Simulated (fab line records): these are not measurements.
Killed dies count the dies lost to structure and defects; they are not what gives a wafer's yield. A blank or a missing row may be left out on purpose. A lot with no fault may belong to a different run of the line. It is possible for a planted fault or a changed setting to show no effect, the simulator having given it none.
Split-lot study    flow n5Finfet    route with 1938 steps; 7 lots, 21 wafers read

## THE SPLIT ITSELF
At N5_BEOL_M4_EXPOSE_08 (exposes mask M4), the setting doseMj was moved away from the recipe's 41.25 on 8 of the 21 wafers read, by -3.7% to +6.9%. All remaining wafers had this setting at the recipe value.

## FROM THE SPLIT TO THE READING: what the file shows between them, 17 steps
- N5_BEOL_M4_PEB_09: peb time 60 s
- N5_BEOL_M4_DEVELOP_10: develop time 30 s
- N5_BEOL_M4_CD_MEAS_11: target cd 16.79 nm
- N5_BEOL_M4_DESCUM_16: chemistry O2, time 7 s
- N5_BEOL_M4_ETCH_74: etches underlayer in N2/H2, target depth 6.5 nm, time 5.2 s
- N5_BEOL_M4_ETCH_63: etches SiARC in CF4, target depth 15.6 nm, time 26 s
- N5_BEOL_M4_ETCH_64: etches SOC in N2/H2, target depth 75 nm, overetch 22.5 nm, time 121.9 s
- N5_BEOL_M4_STRIP_65: strips in N2/H2
- N5_BEOL_M4_STRIP_75: strips in N2/H2
- N5_BEOL_M4_STRIP_66: strips in CF4
- N5_BEOL_M4_HM_OPEN_17: chemistry Cl2/BCl3, target TiN, target depth 20 nm, overetch 6 nm
- N5_BEOL_M4_STRIP_19: strips in O2
- N5_BEOL_M4_CD_MEAS_18: pitch 36 nm, target cd 18 nm
- N5_BEOL_M4_COAT_67: time 60 s, resist thk 60 nm
- N5_BEOL_M4_COAT_68: time 60 s, resist thk 12 nm
- N5_BEOL_M4_PRECLEAN_42: cleans in residue remover, time 60 s
- N5_BEOL_M4_SRD_43: time 30 s

## THE READING
cdNm, in nm, at N5_BEOL_M4_CD_MEAS_35 (target cd 18 nm, target cd y 22.4 nm). On this fab line, fault-free wafers typically give 17.9 nm with a standard deviation of 0.41 nm.

wafer   tool, chamber at the split  doseMj as run  against the recipe  cdNm, nm  against lot-mates on the recipe
L077.4  euvScanner-02, 0            41.25          recipe              17.9      -
L077.5  euvScanner-02, 0            41.25          recipe              17.4      -
L077.6  euvScanner-02, 0            41.25          recipe              17.8      -
L084.1  euvScanner-02, 0            41.25          recipe              17.3      -
L084.5  euvScanner-02, 0            41.25          recipe              17.2      -
L084.6  euvScanner-02, 0            43.1           +4.5%               18.8      +1.6
L085.1  euvScanner-02, 0            39.73          -3.7%               17.8      -0.1
L085.3  euvScanner-02, 0            41.25          recipe              17.9      -
L085.6  euvScanner-02, 0            39.73          -3.7%               17.7      -0.2
L087.1  euvScanner-01, 0            41.25          recipe              17.8      -
L087.3  euvScanner-01, 0            41.25          recipe              17.7      -
L087.5  euvScanner-01, 0            41.25          recipe              18.0      -
L091.1  euvScanner-02, 0            41.25          recipe              17.7      -
L091.2  euvScanner-02, 0            43.27          +4.9%               19.4      +1.7
L091.4  euvScanner-02, 0            43.27          +4.9%               19.0      +1.3
L090.1  euvScanner-01, 0            41.25          recipe              17.7      -
L090.2  euvScanner-01, 0            41.25          recipe              17.9      -
L090.3  euvScanner-01, 0            44.11          +6.9%               19.8      +2.0
L093.2  euvScanner-02, 0            41.25          recipe              17.5      -
L093.3  euvScanner-02, 0            43.14          +4.6%               19.1      +1.6
L093.4  euvScanner-02, 0            43.14          +4.6%               19.0      +1.5

THE FIT
A straight line over all 21 wafers: cdNm changes by +0.229 nm for each +1% of doseMj; r = +0.87; the points scatter about the line by 0.37 nm.
The same after taking each lot's own level away (the mean of its wafers on the recipe; 21 wafers): +0.253 nm for each +1%; r = +0.93; scatter 0.29 nm.
Per that fit: largest doseMj move, reading shift of 1.8 nm.
The span of the lots' own levels, 17.25 to 17.90 nm, comes to 1.6 times the standard deviation stated above.
Hence the lot-to-lot level has little effect on the slope; both slopes agree.
Check: +1.9 nm against its lot-mates is what the line predicts for one of the wafers moved furthest among these (+6.9%) when that wafer is left out of the fit. Against them it came out at +2 nm.

## FURTHER SPLITS ON THESE WAFERS
Other splits were also applied to these wafers ahead of the reading. Each is held against what the fit with the lots' levels taken away leaves over:
other split on the same wafers  wafers away from the commonest value  r with cdNm (lot level and that fit taken away)
N5_BEOL_M2_COAT_62 spinRpm      5                                     -0.16
N5_BEOL_M2_COAT_73 tempC        8                                     +0.08
N5_BEOL_M2_ETCH_69 biasW        3                                     -0.05
N5_BEOL_M2_ETCH_70 biasW        9                                     +0.09
N5_BEOL_M4_COAT_73 spinRpm      7                                     +0.37

## THE WHOLE CHAIN: every reading that the file lists as answering this split, in the file's order
step                   what it does                                                             reading                                                              change (the file's fit)                r (the file's)
N5_BEOL_M4_CD_MEAS_11  target cd 16.79 nm                                                       cdNm                                                                 +0.201 nm for each +1% of the setting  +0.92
N5_BEOL_M4_ETCH_74     etches underlayer in N2/H2, target depth 6.5 nm, time 5.2 s              BEOL_M4.cdOffsetNm (the simulator's own value, which no gauge read)  +0.229 nm for each +1% of the setting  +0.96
N5_BEOL_M4_ETCH_63     etches SiARC in CF4, target depth 15.6 nm, time 26 s                     BEOL_M4.cdOffsetNm (the simulator's own value, which no gauge read)  +0.254 nm for each +1% of the setting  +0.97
N5_BEOL_M4_ETCH_64     etches SOC in N2/H2, target depth 75 nm, overetch 22.5 nm, time 121.9 s  BEOL_M4.cdOffsetNm (the simulator's own value, which no gauge read)  +0.309 nm for each +1% of the setting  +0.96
N5_BEOL_M4_HM_OPEN_17  chemistry Cl2/BCl3, target TiN, target depth 20 nm, overetch 6 nm        BEOL_M4.cdOffsetNm (the simulator's own value, which no gauge read)  +0.303 nm for each +1% of the setting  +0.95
N5_BEOL_M4_CD_MEAS_18  pitch 36 nm, target cd 18 nm                                             cdNm                                                                 +0.321 nm for each +1% of the setting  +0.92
N5_BEOL_M4_CD_MEAS_35  target cd 18 nm, target cd y 22.4 nm                                     cdNm                                                                 +0.284 nm for each +1% of the setting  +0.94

## THE FILE'S OWN FIT
cdNm changes by +0.284 nm for each +1% of doseMj, r = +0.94.
